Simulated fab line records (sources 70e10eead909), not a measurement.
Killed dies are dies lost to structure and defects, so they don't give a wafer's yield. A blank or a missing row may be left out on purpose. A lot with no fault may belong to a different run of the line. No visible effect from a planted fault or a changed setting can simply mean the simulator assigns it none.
Which tool was responsible? | flow nandHarc | 24 lots with 72 wafers sampled at 5 steps, on a route of 1302 steps

## WHAT THE GAUGES SHOWED, per wafer
NHARC_A_SLIT_OVL_MEAS_10. Usual: overlayXNm 0.3 nm, standard deviation 1; overlayYNm -0.2 nm, standard deviation 0.91.
lot  | measured     | on         | overlayXNm (nm) | overlayYNm (nm) | flag
L074 | day 19 10:18 | overlay-02 | 0.7 0.5 0.6     | -1.8 -2.0 -1.8  | 
L075 | day 20 12:40 | overlay-01 | 0.2 -0.3 -0.8   | 0.7 0.6 0.5     | 
L076 | day 20 13:35 | overlay-02 | 0.1 0.4 0.2     | -1.1 -0.9 -0.9  | 
L077 | day 20 22:37 | overlay-01 | 1.0 0.7 0.0     | 0.3 0.2 0.2     | 
L078 | day 21 11:26 | overlay-02 | 2.0 1.5 1.6     | -0.8 -0.7 -0.3  | 
L079 | day 22 04:04 | overlay-01 | 0.0 -0.4 0.2    | 0.2 -0.2 -0.4   | 
L080 | day 22 09:12 | overlay-01 | -1.3 -0.4 -0.9  | -0.8 -0.4 0.1   | 
L081 | day 23 01:25 | overlay-02 | 0.5 0.9 1.1     | -0.9 -1.1 -1.0  | 
L082 | day 23 01:14 | overlay-01 | 0.7 1.0 1.2     | -0.1 -0.4 0.4   | 
L083 | day 23 20:05 | overlay-01 | -0.3 -1.0 0.2   | -0.8 0.0 -1.0   | 
L085 | day 24 09:08 | overlay-02 | 0.1 -0.2 0.3    | -0.9 -0.5 -0.3  | 
L084 | day 24 08:05 | overlay-02 | -0.8 -0.8 -0.8  | 0.1 0.5 0.6     | 
L086 | day 24 11:47 | overlay-01 | 1.2 0.8 1.0     | -1.1 -0.8 -1.1  | 
L087 | day 25 04:42 | overlay-02 | 1.5 1.9 1.8     | 1.3 1.1 1.3     | 
L088 | day 25 18:01 | overlay-02 | 0.7 0.2 0.6     | 0.2 -0.2 -0.1   | 
L089 | day 26 00:57 | overlay-01 | 1.0 1.5 0.6     | -0.2 0.1 0.2    | 
L090 | day 26 02:36 | overlay-02 | 1.3 1.1 1.4     | 1.2 1.2 1.4     | 
L091 | day 27 14:28 | overlay-01 | 0.0 -0.1 0.2    | -1.9 -1.4 -1.7  | 
L092 | day 27 14:17 | overlay-02 | -1.7 -1.8 -1.6  | 0.2 -0.1 0.1    | 
L093 | day 28 02:04 | overlay-02 | 0.9 0.6 1.5     | 0.0 -0.2 -0.2   | 
L094 | day 28 06:20 | overlay-02 | -1.4 -1.6 -1.1  | -0.9 -1.0 -0.7  | 
L095 | day 28 23:59 | overlay-02 | 1.5 1.4 1.7     | 1.1 1.0 0.8     | 
L097 | day 29 12:27 | overlay-02 | -1.3 -1.4 -1.3  | -1.1 -0.2 -0.9  | 
L096 | day 29 11:53 | overlay-02 | 0.7 0.6 0.8     | 1.4 1.4 1.0     | 

NHARC_A_SLIT_CD_MEAS_21. Usual: 289.3 nm for cdNm, sd 0.9.
lot  | measured     | on       | cdNm (nm)         | flag
L074 | day 19 16:58 | cdSem-02 | 289.6 291.2 290.0 | 
L075 | day 20 19:00 | cdSem-03 | 288.2 288.6 288.0 | 
L076 | day 20 22:38 | cdSem-03 | 290.3 288.9 290.0 | 
L077 | day 21 05:33 | cdSem-01 | 287.7 288.3 287.6 | 
L078 | day 21 17:54 | cdSem-03 | 289.4 289.7 290.6 | 
L079 | day 22 10:31 | cdSem-03 | 288.9 288.7 289.2 | 
L080 | day 22 18:25 | cdSem-02 | 290.7 288.9 289.6 | 
L081 | day 23 08:30 | cdSem-01 | 289.8 289.2 289.7 | 
L082 | day 23 07:50 | cdSem-03 | 288.9 289.5 288.2 | 
L083 | day 24 02:31 | cdSem-03 | 289.0 288.8 288.4 | 
L085 | day 24 15:32 | cdSem-01 | 289.2 288.4 288.6 | 
L084 | day 24 14:25 | cdSem-02 | 287.0 287.1 289.2 | 
L086 | day 24 19:22 | cdSem-01 | 290.3 289.2 289.9 | 
L087 | day 25 11:05 | cdSem-03 | 289.6 288.4 288.2 | 
L088 | day 26 01:03 | cdSem-02 | 290.3 289.6 289.9 | 
L089 | day 26 07:30 | cdSem-02 | 290.6 289.1 290.0 | 
L090 | day 26 10:15 | cdSem-03 | 288.8 289.6 289.1 | 
L091 | day 28 00:47 | cdSem-02 | 288.1 287.5 288.7 | 
L092 | day 28 00:08 | cdSem-01 | 289.5 290.1 290.5 | 
L093 | day 28 08:31 | cdSem-02 | 290.0 290.5 289.9 | 
L094 | day 28 12:46 | cdSem-03 | 290.2 289.2 291.2 | 
L095 | day 29 06:20 | cdSem-03 | 290.4 289.4 291.0 | 
L097 | day 29 19:07 | cdSem-02 | 288.4 290.1 288.5 | 
L096 | day 29 18:25 | cdSem-03 | 291.0 289.9 289.5 | 

## WHICH TOOL RAN EACH LOT (tool, then ch and the chambers of the sampled wafers, then the start)
lot  | NHARC_A_STAIRCASE_DEP_471       | NHARC_A_SGD_CUT_ETCH_15                      | NHARC_A_SLIT_DEP_25
L074 | pecvd-04 ch 0,2, day 18 16:29   | rieDiel-09 ch 0,1, day 19 01:19 or earlier   | pecvd-01 ch 0,1,2, day 19 01:19
L075 | pecvd-02 ch 1,2, day 19 19:53   | rieDiel-09 ch 0,2,3, day 20 07:23 or earlier | pecvd-01 ch 0,2, day 20 07:23
L076 | pecvd-03 ch 0,1, day 19 19:59   | rieDiel-11 ch 0,1,3, day 20 07:28 or earlier | pecvd-03 ch 0,1, day 20 07:28
L077 | pecvd-04 ch 1,2, day 20 08:31   | rieDiel-11 ch 1,3, day 20 16:51 or earlier   | pecvd-01 ch 0,1, day 20 16:51
L078 | pecvd-02 ch 0,2, day 20 18:47   | rieDiel-09 ch 0,1,3, day 21 03:46 or earlier | pecvd-01 ch 0,1,2, day 21 03:46
L079 | pecvd-02 ch 0,1,2, day 21 14:09 | rieDiel-10 ch 1,2,3, day 21 22:11 or earlier | pecvd-03 ch 0,1,2, day 21 22:11
L080 | pecvd-03 ch 0,1, day 21 19:42   | rieDiel-10 ch 1,3, day 22 04:29 or earlier   | pecvd-01 ch 0,1, day 22 04:29
L081 | pecvd-04 ch 1,2, day 22 10:43   | rieDiel-11 ch 0,1, day 22 19:14 or earlier   | pecvd-03 ch 0,1,2, day 22 19:14
L082 | pecvd-02 ch 0,1,2, day 22 11:01 | rieDiel-09 ch 0,2,3, day 22 19:09 or earlier | pecvd-04 ch 0,1,2, day 22 19:09
L083 | pecvd-04 ch 0,2, day 23 07:12   | rieDiel-10 ch 1,3, day 23 15:21 or earlier   | pecvd-01 ch 1,2, day 23 15:21
L085 | pecvd-04 ch 0,2, day 23 18:47   | rieDiel-10 ch 0,1,3, day 24 03:08 or earlier | pecvd-04 ch 0,2, day 24 03:08
L084 | pecvd-03 ch 0,2, day 23 19:13   | rieDiel-11 ch 0,2,3, day 24 03:10 or earlier | pecvd-01 ch 0,1,2, day 24 03:10
L086 | pecvd-02 ch 0,1,2, day 23 21:26 | rieDiel-09 ch 0,1,2, day 24 03:26 or earlier | pecvd-01 ch 0,1, day 24 03:26
L087 | pecvd-02 ch 0,1,2, day 24 13:56 | rieDiel-10 ch 0,1, day 24 23:50 or earlier   | pecvd-01 ch 0,2, day 24 23:50
L088 | pecvd-02 ch 0,1,2, day 25 01:58 | rieDiel-10 ch 0,2,3, day 25 13:22 or earlier | pecvd-01 ch 0,1,2, day 25 13:22
L089 | pecvd-04 ch 0,1,2, day 25 10:07 | rieDiel-10 ch 0,1,3, day 25 18:31 or earlier | pecvd-04 ch 0,1, day 25 18:31
L090 | pecvd-04 ch 1,2, day 25 13:11   | rieDiel-11 ch 0,1, day 25 18:42 or earlier   | pecvd-03 ch 0,1, day 25 18:42
L091 | pecvd-02 ch 1,2, day 27 00:50   | rieDiel-11 ch 0,1,3, day 27 09:23 or earlier | pecvd-01 ch 0,2, day 27 09:23
L092 | pecvd-03 ch 0,1,2, day 27 00:52 | rieDiel-09 ch 1,2,3, day 27 09:10 or earlier | pecvd-01 ch 0,1,2, day 27 09:10
L093 | pecvd-02 ch 0,2, day 27 12:31   | rieDiel-11 ch 0,1, day 27 21:10 or earlier   | pecvd-01 ch 1,2, day 27 21:10
L094 | pecvd-02 ch 0,1, day 27 16:59   | rieDiel-09 ch 0,1,2, day 28 01:31 or earlier | pecvd-04 ch 0,1,2, day 28 01:31
L095 | pecvd-02 ch 0,1,2, day 28 11:02 | rieDiel-11 ch 0,2, day 28 19:10 or earlier   | pecvd-01 ch 0,1,2, day 28 19:10
L097 | pecvd-02 ch 1,2, day 28 18:52   | rieDiel-11 ch 1,3, day 29 07:04 or earlier   | pecvd-03 ch 1,2, day 29 07:04
L096 | pecvd-04 ch 0,1, day 28 19:07   | rieDiel-10 ch 0,1,3, day 29 07:00 or earlier | pecvd-04 ch 1,2, day 29 07:00
- NHARC_A_STAIRCASE_DEP_471: deposits SiO2, target thk 100 nm.
- NHARC_A_SGD_CUT_ETCH_15: etches the open film in CH3F/O2, target depth 75 nm, time 64.3 s.
- NHARC_A_SLIT_DEP_25: deposits SiO2, target thk 200 nm.

## WHAT THE TOOLS THEMSELVES READ (means of the sampled wafers that have a number; where no wafer has one, the mark that the record gives instead)
NHARC_A_STAIRCASE_DEP_471. Usual: heaterPowerOuterW 310 W, standard deviation 49; heaterPowerW 558 W, standard deviation 63; throttleValvePct 15.9 %, standard deviation 0.84.
lot  | tool     | heaterPowerOuterW (W) | heaterPowerW (W) | throttleValvePct (%) | flag
L074 | pecvd-04 | 316                   | 568              | 17.0                 | 
L075 | pecvd-02 | 238                   | 481              | 15.5                 | 
L076 | pecvd-03 | 296                   | 542              | 15.8                 | 
L077 | pecvd-04 | 343                   | 560              | 16.3                 | 
L078 | pecvd-02 | 286                   | 505              | 15.4                 | 
L079 | pecvd-02 | 315                   | 578              | 15.5                 | 
L080 | pecvd-03 | 300                   | 551              | 15.9                 | 
L081 | pecvd-04 | 336                   | 550              | 16.0                 | 
L082 | pecvd-02 | 296                   | 551              | 15.3                 | 
L083 | pecvd-04 | 376                   | 630              | 16.1                 | 
L085 | pecvd-04 | 360                   | 645              | 16.6                 | 
L084 | pecvd-03 | 293                   | 497              | 16.4                 | 
L086 | pecvd-02 | 293                   | 552              | 15.4                 | 
L087 | pecvd-02 | 295                   | 538              | 15.6                 | 
L088 | pecvd-02 | 281                   | 533              | 15.5                 | 
L089 | pecvd-04 | 348                   | 601              | 16.6                 | 
L090 | pecvd-04 | 369                   | 597              | 16.5                 | 
L091 | pecvd-02 | 267                   | 529              | 15.4                 | 
L092 | pecvd-03 | 331                   | 561              | 16.4                 | 
L093 | pecvd-02 | 294                   | 536              | 15.7                 | 
L094 | pecvd-02 | 310                   | 549              | 15.0                 | 
L095 | pecvd-02 | 306                   | 566              | 15.0                 | 
L097 | pecvd-02 | 319                   | 599              | 15.5                 | 
L096 | pecvd-04 | 241                   | 496              | 17.1                 | 

NHARC_A_SGD_CUT_ETCH_15. Usual: chamberPressureMTorr 25.000 mTorr, standard deviation 0.024; drypumpMotorCurrentA 5.59 A, standard deviation 0.28; oesProductAu 0.960 a.u., standard deviation 0.022; rfVppV 263.5 V, standard deviation 1.7; showerheadPlenumPTorr 2.43 Torr, standard deviation 0.089; throttleValvePct 20.663 %, standard deviation 0.0088.
lot  | tool       | chamberPressureMTorr (mTorr) | drypumpMotorCurrentA (A) | oesProductAu (a.u.) | rfVppV (V) | showerheadPlenumPTorr (Torr) | throttleValvePct (%) | flag
L074 | rieDiel-09 | 25.016                       | 5.46                     | 0.975               | 263.6      | 2.44                         | 20.657               | 
L075 | rieDiel-09 | 24.981                       | 5.77                     | 0.967               | 264.3      | 2.50                         | 20.671               | 
L076 | rieDiel-11 | 24.996                       | 5.76                     | 0.977               | 264.0      | 2.44                         | 20.665               | 
L077 | rieDiel-11 | 25.024                       | 5.89                     | 0.973               | 262.7      | 2.41                         | 20.663               | 
L078 | rieDiel-09 | 25.003                       | 5.64                     | 0.930               | 264.4      | 2.44                         | 20.662               | 
L079 | rieDiel-10 | 24.994                       | 5.49                     | 0.968               | 262.8      | 2.38                         | 20.663               | 
L080 | rieDiel-10 | 24.987                       | 5.53                     | 0.926               | 262.2      | 2.37                         | 20.670               | 
L081 | rieDiel-11 | 24.996                       | 5.60                     | 0.932               | 265.8      | 2.53                         | 20.661               | 
L082 | rieDiel-09 | 24.979                       | 5.76                     | 0.974               | 263.3      | 2.50                         | 20.661               | 
L083 | rieDiel-10 | 24.998                       | 5.31                     | 0.973               | 262.1      | 2.36                         | 20.662               | 
L085 | rieDiel-10 | 25.035                       | 5.36                     | 0.976               | 263.5      | 2.42                         | 20.666               | 
L084 | rieDiel-11 | 24.978                       | 5.63                     | 0.963               | 262.7      | 2.38                         | 20.673               | 
L086 | rieDiel-09 | 25.028                       | 5.66                     | 0.972               | 263.6      | 2.42                         | 20.660               | 
L087 | rieDiel-10 | 25.009                       | 5.14                     | 0.980               | 263.2      | 2.41                         | 20.664               | 
L088 | rieDiel-10 | 25.006                       | 5.52                     | 0.930               | 263.8      | 2.44                         | 20.666               | 
L089 | rieDiel-10 | 24.985                       | 5.36                     | 0.968               | 263.7      | 2.41                         | 20.673               | 
L090 | rieDiel-11 | 24.999                       | 5.59                     | 0.935               | 264.4      | 2.47                         | 20.658               | 
L091 | rieDiel-11 | 24.992                       | 5.75                     | 0.977               | 263.2      | 2.44                         | 20.661               | 
L092 | rieDiel-09 | 24.995                       | 5.84                     | 0.962               | 263.1      | 2.43                         | 20.664               | 
L093 | rieDiel-11 | 25.009                       | 5.59                     | 0.986               | 264.4      | 2.53                         | 20.660               | 
L094 | rieDiel-09 | 24.990                       | 5.65                     | 0.947               | 263.0      | 2.42                         | 20.664               | 
L095 | rieDiel-11 | 24.989                       | 5.50                     | 0.965               | 262.9      | 2.41                         | 20.661               | 
L097 | rieDiel-11 | 24.999                       | 5.73                     | 0.931               | 264.7      | 2.50                         | 20.657               | 
L096 | rieDiel-10 | 25.006                       | 5.38                     | 0.959               | 262.8      | 2.41                         | 20.674               | 

NHARC_A_SLIT_DEP_25. Usual: heaterPowerOuterW 300 W, standard deviation 54; heaterPowerW 553 W, standard deviation 85; throttleValvePct 16.6 %, standard deviation 0.61.
lot  | tool     | heaterPowerOuterW (W) | heaterPowerW (W) | throttleValvePct (%) | flag
L074 | pecvd-01 | 286                   | 563              | 16.9                 | 
L075 | pecvd-01 | 264                   | 559              | 17.4                 | 
L076 | pecvd-03 | 303                   | 537              | 15.8                 | 
L077 | pecvd-01 | 306                   | 591              | 16.5                 | 
L078 | pecvd-01 | 277                   | 545              | 17.0                 | 
L079 | pecvd-03 | 308                   | 531              | 16.2                 | 
L080 | pecvd-01 | 333                   | 609              | 16.3                 | 
L081 | pecvd-03 | 277                   | 496              | 16.0                 | 
L082 | pecvd-04 | 333                   | 570              | 16.4                 | 
L083 | pecvd-01 | 264                   | 501              | 16.4                 | 
L085 | pecvd-04 | 307                   | 582              | 16.7                 | 
L084 | pecvd-01 | 302                   | 568              | 16.6                 | 
L086 | pecvd-01 | 316                   | 610              | 16.7                 | 
L087 | pecvd-01 | 289                   | 553              | 16.8                 | 
L088 | pecvd-01 | 276                   | 540              | 16.6                 | 
L089 | pecvd-04 | 351                   | 606              | 16.6                 | 
L090 | pecvd-03 | 300                   | 547              | 16.0                 | 
L091 | pecvd-01 | 277                   | 523              | 16.9                 | 
L092 | pecvd-01 | 276                   | 542              | 16.6                 | 
L093 | pecvd-01 | 294                   | 546              | 16.4                 | 
L094 | pecvd-04 | 312                   | 554              | 16.7                 | 
L095 | pecvd-01 | 325                   | 598              | 16.8                 | 
L097 | pecvd-03 | 373                   | 624              | 16.8                 | 
L096 | pecvd-04 | 337                   | 573              | 16.2                 | 

## THE ANSWER, worked out from the rows above alone
Rule: take the mean of a lot's wafers that have a number; if it is more than 3 standard deviations from the usual mean, the lot is off. A lot without any number at a reading at which 4 lots or more have one is off too. The other lots that the step has rows for count as sound. Order of review: gauges by route order, followed by the tools' own readings, for which a lot's mean as printed above is used. At the first step where some lot is off, the reading lying furthest off is the one used; lots without a number count as furthest.
No lot is off at any reading shown: from this, nothing can be told.

## WHAT THE SIMULATOR HAD INSERTED
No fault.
